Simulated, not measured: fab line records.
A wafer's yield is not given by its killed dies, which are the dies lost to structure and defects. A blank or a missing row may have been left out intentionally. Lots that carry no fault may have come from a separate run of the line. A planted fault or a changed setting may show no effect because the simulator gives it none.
One fault seen from 3 desks    flow nandHarc    each desk holds nothing but its own numbers, with what lay behind them at the end

## TOOL OWNER'S DESK, lithoTrack-04
The tool's own readings at NHARC_P_M2_PEB_07 (peb time 65 s): means of the sampled wafers that have a number, for each lot that ran on this tool. If a lot's mean is further than 4 standard deviations from the usual mean, the lot is out of limits and carries the mark OUT (the distance appears in the brackets).
Columns: A = chillPlateTempC at NHARC_P_M2_PEB_07, usual 23.01 C; B = heaterPowerTotalW at NHARC_P_M2_PEB_07, usual 156.7 W; C = plateTempC at NHARC_P_M2_PEB_07, usual 100.03 C
lot   first seen here  A      B                C
L300  day 6 18:45      23.00  156.9            99.90
L302  day 6 20:11      22.97  156.7            100.10
L305  day 7 14:13      23.02  162.9 (+16) OUT  102.99 (+23) OUT
L306  day 7 14:57      23.02  162.7 (+16) OUT  102.85 (+22) OUT
L316  day 10 07:05     22.93  156.7            99.92
L317  day 10 07:50     22.99  157.1            100.09
L322  day 11 16:29     22.97  156.9            100.14
This desk's finding: out of limits on L305, L306; first on L305, day 7 14:13 (heaterPowerTotalW at NHARC_P_M2_PEB_07). Within limits: L300, L302, L316, L317, L322.

## AT THE METROLOGY DESK
Lot by lot, what the gauges showed, no matter which tool ran the lot: averages of those sampled wafers that carry a number. If a lot's mean is further than 4 standard deviations from the usual mean, the lot is out of limits and carries the mark OUT (the distance appears in the brackets).
Columns: A = cdNm at NHARC_P_M2_CD_MEAS_09, usual 170.1 nm
lot   first seen here  A
L300  day 6 18:50      170.0
L301  day 6 19:57      170.4
L302  day 6 20:16      169.6
L305  day 7 14:19      178.9 (+12) OUT
L306  day 7 15:02      178.7 (+12) OUT
L313  day 9 17:10      171.1
L316  day 10 07:10     169.4
L317  day 10 07:55     169.0
L318  day 10 18:28     169.9
L319  day 10 20:20     170.8
L322  day 11 16:34     169.4
This desk's finding: out of limits on L305, L306; first on L305, day 7 14:19 (cdNm at NHARC_P_M2_CD_MEAS_09). Within limits: L300, L301, L302, L313, L316, L317, L318, L319, L322.

## THE DEFECT DESK
Lot by lot, what the route's inspections counted, given as the mean of those sampled wafers with a number. If a lot's mean is further than 4 standard deviations from the usual mean, the lot is out of limits and carries the mark OUT (the distance appears in the brackets).
Columns: A = rawDefectCount at NHARC_P_M1_INSPECT_11, usual 4.1; B = rawDefectCount at NHARC_P_M2_INSPECT_11, usual 4.4
lot   first seen here  A    B
L300  day 6 14:26      3.7  9.0
L301  day 6 15:50      5.0  5.3
L302  day 6 16:11      3.0  3.7
L305  day 7 10:14      8.0  7.7
L306  day 7 10:59      5.3  4.0
L313  day 9 12:55      2.0  2.3
L316  day 10 02:57     6.7  7.7
L317  day 10 03:52     3.3  2.7
L318  day 10 14:27     5.7  5.7
L319  day 10 16:04     3.3  2.3
L322  day 11 12:30     3.7  4.7
Finding of this desk: none of the 11 lots has anything out of limits.

## ALL TOGETHER
The tool owner's desk had the chance to raise an alarm at day 7 14:13 on L305, L306.
Metrology desk: alarm possible at day 7 14:19 on L305, L306.
The defect desk saw nothing out of limits.
The defect desk has L305, L306 on record, within its limits.
Of the lots named, all ran NHARC_P_M2_PEB_07 on lithoTrack-04.

## WHAT THE SIMULATOR HAD INSERTED
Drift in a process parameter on lithoTrack-04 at NHARC_P_M2_PEB_07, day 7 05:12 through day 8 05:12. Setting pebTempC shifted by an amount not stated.
Lots struck among those shown: L305, L306.
Counting hours from when the fault started, the first reading out of limits came at 9 for the tool owner's desk and at 9 for the metrology desk.
